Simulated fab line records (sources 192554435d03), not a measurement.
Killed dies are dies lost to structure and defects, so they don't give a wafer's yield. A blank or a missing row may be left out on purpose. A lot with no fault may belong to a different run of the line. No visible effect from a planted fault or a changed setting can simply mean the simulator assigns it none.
Chamber matching | flow n5Finfet | N5_BEOL_M10_DESCUM_33 on rieDiel-01: 4 sister chambers
The step chemistry O2, time 7.9 s. 4 wafers are shown with their chamber, then 12 later ones without.

== WAFERS PAIRED WITH THEIR CHAMBERS ==
wafer  | chamber | throttleValvePct (%)
L087.1 | 2       | 20.20
L087.4 | 3       | 20.53
L086.3 | 0       | 20.13
L086.6 | 1       | 19.90

== WAFERS MISSING THEIR CHAMBER ==
wafer  | throttleValvePct (%)
L088.1 | 20.21
L088.4 | 19.89
L088.5 | 19.91
L095.1 | 20.55
L095.3 | 20.22
L095.6 | 20.14
L094.1 | 20.58
L094.4 | 20.14
L094.5 | 20.16
L097.1 | 19.92
L097.2 | 20.18
L097.3 | 20.24

== CHAMBER TAKEN BY EACH ==
wafer  | from the rows above     | in truth
L088.1 | 2                       | 2
L088.4 | 1                       | 1
L088.5 | 1                       | 1
L095.1 | 3                       | 3
L095.3 | 2                       | 2
L095.6 | 0                       | 0
L094.1 | 3                       | 3
L094.4 | 0                       | 0
L094.5 | can't be placed: 0 or 2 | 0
L097.1 | 1                       | 1
L097.2 | can't be placed: 2 or 0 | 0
L097.3 | 2                       | 2
10 of 12 placed correctly. Cannot be placed on the basis of these rows: 2; the candidates contain the true chamber in 2. 0 placed wrongly.
How it was worked out, from the rows above alone: a wafer's distance from a chamber is the root of the sum, over the readings, of the square of ((its reading less the chamber's mean) divided by the reading's scatter). If the next closest chamber is less than 2 further off than the closest, the wafer can't be placed; otherwise it belongs to the closest. For every chamber, the mean is computed from those of its wafers that are shown. The scatter: root of mean squared gap, hidden wafer to nearest shown wafer, with one shown wafer a chamber.
